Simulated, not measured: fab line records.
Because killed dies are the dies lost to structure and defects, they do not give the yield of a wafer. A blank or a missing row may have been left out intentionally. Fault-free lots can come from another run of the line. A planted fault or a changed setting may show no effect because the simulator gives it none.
2 desks looking at one fault -- flow n5 finfet -- every desk sees just its own numbers, and what lay behind them comes last

THE DEFECT DESK
Lot by lot, what the route's inspections counted, given as the mean of those sampled wafers with a number. Any lot whose mean is over 4 standard deviations away from the usual mean is out of limits and marked OUT; that distance is given in the brackets.
Columns: A = raw defect count at N5_SD_EPI_N_INSPECT_11, usual 2.1
lot,first seen here,A
L233,day 3 01:31,1.0
L236,day 3 22:27,2.3
L237,day 4 02:15,3.0
L239,day 4 11:28,4.3
L240,day 4 19:00,2.7
L249,day 7 05:58,1.0
L250,day 7 19:19,2.3
L251,day 7 20:29,1.7
L252,day 8 09:27,1.7
L253,day 8 21:05,3.3
L255,day 8 23:40,1.3
Finding of this desk: none of the 11 lots has anything out of limits.

DESK OF THE TOOL OWNER: litho track-05
The tool's own readings at N5_SD_EPI_P_COAT_34 (time 60 s, resist thk 350 nm): means of the sampled wafers that have a number, for each lot that ran on this tool. Any lot whose mean is over 4 standard deviations away from the usual mean is out of limits and marked OUT; that distance is given in the brackets.
Columns: A = heater power total W at N5_SD_EPI_P_COAT_34, usual 500.5 W; B = resist line temp C at N5_SD_EPI_P_COAT_34, usual 22.99 C; C = spin speed rpm at N5_SD_EPI_P_COAT_34, usual 1500.0 rpm
lot,first seen here,A,B,C
L233,day 3 06:17,501.2,22.93,1499.4
L236,day 4 02:31,499.7,23.01,1500.1
L237,day 4 06:32,501.1,22.99,1500.3
L239,day 4 15:31,500.5,22.95,1411.9 (-93) OUT
L240,day 4 23:20,499.9,23.01,1412.4 (-92) OUT
L253,day 9 02:10,498.3,23.07,1501.2
L255,day 9 04:40,499.0,23.07,1500.1
Finding of this desk: L239, L240 out of limits; the first was L239 at day 4 15:31, on spin speed rpm at N5_SD_EPI_P_COAT_34. Within limits: L233, L236, L237, L253, L255.

PUT TOGETHER
On L239, L240, at day 4 15:31, an alarm was possible from the tool owner's desk.
The defect desk saw nothing out of limits.
The defect desk has L239, L240 on record, within its limits.
The lots listed all ran N5_SD_EPI_P_COAT_34 on litho track-05.

WHAT HAD BEEN PUT IN BY THE SIMULATOR
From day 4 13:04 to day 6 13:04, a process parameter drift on litho track-05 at N5_SD_EPI_P_COAT_34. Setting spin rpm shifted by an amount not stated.
Struck lots among those shown: L239, L240.
Delay in hours, fault start to first out-of-limits reading, by desk: the tool owner's desk at 2.
